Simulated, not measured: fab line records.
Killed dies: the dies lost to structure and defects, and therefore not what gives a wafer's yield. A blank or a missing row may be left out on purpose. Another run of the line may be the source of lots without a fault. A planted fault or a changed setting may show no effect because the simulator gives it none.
Comparing a struck lot with a sound one	flow n5-finfet	14 steps out of a route of 1938
Sound: the wafers L281.2, L281.4, L281.5. The struck wafers were L288.1, L288.2, L288.4. Last of all comes the cause.
Per side, at each step with rows, come the tool, then ch with its chambers, and then its first start. Under that, the readings that differ: sound wafers	struck wafers	difference of the means	sigmas: that difference in standard deviations of wafers without a fault.
alike: same words and numbers on both sides, and readings whose means sit less than 2 such deviations apart. not compared: any withheld reading, any reading some wafer has no value for, any bound like >300 that may hide the same value, and any number with overlapping values for which the record gives no deviation.
A row with sigmas, a row that says differs or no value, or rows on one side alone: a step with any of these is where the two part. When numbers do not overlap yet have no deviation, they are printed without sigmas and do not part them. A reading missing from all wafers of one side parts the sides only when that side holds two or more wafers.

N5_BEOL_M10_RS_MEAS_57: the measuring method here is four-point-probe.
  sound on film-metro-02 at day 10 17:41; struck on film-metro-01 at day 13 10:03
  alike: M10_RS
N5_BEOL_M10_INSPECT_58: inspects for defects (darkfield).
  sound on defect-inspect-02 at day 10 17:43; struck on defect-inspect-01 at day 13 10:05
  alike: raw-defect-count
N5_BEOL_M11_ILD_DEP_00: deposits SiCOH lowk from DEMS/porogen, target thk 308.51 nm, time 58 s.
  sound on pecvd-03 ch 0,1, day 10 17:46; struck on pecvd-01 ch 0,2, day 13 10:07
  alike: heater-power-w, showerhead-plenum-p-Torr, throttle-valve-pct
N5_BEOL_M11_CURE_71: cures SiCOH lowk, time 240 s.
  sound on uv-cure-03 ch 1, day 10 17:55; struck on uv-cure-02 ch 0, day 13 10:12
  alike: lamp-power-pct, wafer_temp_C_max
N5_BEOL_M11_THK_MEAS_01:
  sound on film-metro-02 at day 10 18:21; struck on film-metro-02 at day 13 10:43
  alike: M11_ILD_THK
N5_BEOL_M11_PECVD_70: deposits SiO2 from TEOS/O2, target thk 20 nm, time 22.7 s.
  sound on pecvd-01 ch 0,1, day 10 18:23; struck on pecvd-02 ch 0,2, day 13 10:45
  alike: heater-power-w, showerhead-plenum-p-Torr, throttle-valve-pct
N5_BEOL_M11_HM_DEP_02: deposits TiN, target thk 20 nm.
  sound on pvd-sputter-02 at day 10 18:35; struck on pvd-sputter-01 at day 13 11:01
  alike: chamber-pressure-pa, substrate-temp-c, throttle-valve-pct
then, 5 steps without rows for these wafers: N5_BEOL_M11_COAT_59 (time 60 s, resist thk 100 nm); N5_BEOL_M11_COAT_60 (time 60 s, resist thk 30 nm); N5_BEOL_M11_COAT_05 (resist thk 90 nm); N5_BEOL_M11_EBR_07; N5_BEOL_M11_SOFTBAKE_06 (time 60 s).
N5_BEOL_M11_EXPOSE_08: exposes mask M11.
  sound on arfi-scanner-02 ch 0, day 10 18:50; struck on arfi-scanner-02, day 13 11:16
  no value came back on the struck wafers for dipole-opening-deg (degrees), exposure-dose-mJ-cm2, sigma-inner; on the sound wafers dipole-opening-deg (degrees) reads 40 40 40
  alike: mask
then, 1 step without rows for these wafers: N5_BEOL_M11_PEB_09 (peb time 60 s).

== WHERE THEY PART ==
At N5_BEOL_M11_EXPOSE_08 and nowhere else, as far as this record goes.

WHY: what had been put in by the simulator
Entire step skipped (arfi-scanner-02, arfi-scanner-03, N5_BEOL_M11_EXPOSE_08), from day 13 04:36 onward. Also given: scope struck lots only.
